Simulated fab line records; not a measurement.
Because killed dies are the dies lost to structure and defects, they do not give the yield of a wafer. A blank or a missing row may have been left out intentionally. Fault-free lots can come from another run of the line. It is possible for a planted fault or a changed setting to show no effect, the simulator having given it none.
8D (eight disciplines) problem report, filled in by code ; flow n5Finfet ; the parts of the form that need people (team, actions taken, sign-off) are left out

== 1. WHAT WENT WRONG ==
COMB_M7_max_site at N5_BEOL_M15_RC_MEAS_101 reads a mean of 2.4e-10 S/m on 6 wafers of 2 lots; wafers without a fault read 3.7e-11 S/m with a standard deviation of 9.9e-12. That is +20 standard deviations from the usual mean.
Seen first at day 17 19:54 on prober-02, wafer L138.2. The record has a number at this step for 20 wafers belonging to 7 lots. Rule for "out" (also "out of limits"): further than 4 standard deviations from the usual mean. The rest of the wafers with a number are treated as sound.

== 2. WHAT THIS IS AND IS NOT ==
question;is;is not
which readings at this step;COMB_M7_max_site;etestTempC, COMB_M10, COMB_M11, COMB_M13, COMB_M14, COMB_M15, COMB_M6, COMB_M8, COMB_M9, SERP_M10, SERP_M11, SERP_M12, SERP_M14, SERP_M14_max_site, SERP_M5, SERP_M6, SERP_M7, SERP_M7_max_site, SERP_M8, SERP_M9
which lots;L138, L143;L128, L132, L133, L136, L148
which wafers of those lots;all that have a number;-
read on which gauges;prober-01, prober-02;-
when;from day 17 19:54;"up to then (11 sound wafers); but 3 sound wafers of L148 came after"

== 3. THE SUSPECTS, EACH WITH WHAT RULES IT OUT ==
Counting: a tool at a process step up to the reading stays a suspect if it ran every lot that is out and no sound lot after the first of them.
- the gauge at N5_BEOL_M15_RC_MEAS_101 has been ruled out. The wafers that are out were read on 2 gauges (prober-01, prober-02).
- aldMetal-03 at N5_BEOL_M7_ALD_77 (deposits TaN, target thk 2 nm, pulse time 2 s, purge time 3 s): kept. It ran every lot that is out, first L138 (day 15 07:25), and no sound lot after that; its last sound lot up to then is L136 (day 15 01:09).
The count leaves aldMetal-03 at N5_BEOL_M7_ALD_77.

== 4. THE CAUSE (what the simulator had put in) ==
Site profile drift: aldMetal-03, from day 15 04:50 on, at N5_BEOL_M7_ALD_77. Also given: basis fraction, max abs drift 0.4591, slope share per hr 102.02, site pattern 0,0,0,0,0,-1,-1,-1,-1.
The count eliminated every tool but this one.

== 5. THE EFFECT CHAIN, in route order ==
Rows list readings where the struck wafers' mean (over those with a number) sits beyond 3 standard deviations from the usual. Only readings for which the record gives a usual standard deviation are gone through. hours: the time from each lot's start at the first step in this table that gives one to its start at this step, as a median over the lots. sigmas: the change in usual standard deviations.
hours;step;reading;usual;on struck wafers;change;sigmas
0;N5_BEOL_M15_RC_MEAS_101;COMB_M7;2.6e-11 S/m;4.7e-11;+2.1e-11;+4.2
0;N5_BEOL_M15_RC_MEAS_101;COMB_M7_max_site;3.7e-11 S/m;2.4e-10;+2.0e-10;+20
16;N5_PASSIVATION_PROBE_49;sort_bin_4_leakage;0.01 %;0.27;+0.26;+3.7
Its process steps:
- N5_PASSIVATION_PROBE_49

== 6. WHAT WOULD HAVE CAUGHT IT SOONER ==
Counted from the fault's start at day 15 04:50, it took 63 hours until the first out-of-limits reading at a measuring or inspecting step in this record, taken at day 17 19:54.
Of the tool readings at N5_BEOL_M7_ALD_77 for which the record gives a usual standard deviation, none was out on any struck wafer, so an alarm limit of 4 standard deviations on them would not have fired.
The start of N5_BEOL_M7_ALD_77 on aldMetal-03 came by day 17 19:54 for every one of the lots that are out (2). Tool hold at that time: it would have spared none of them.
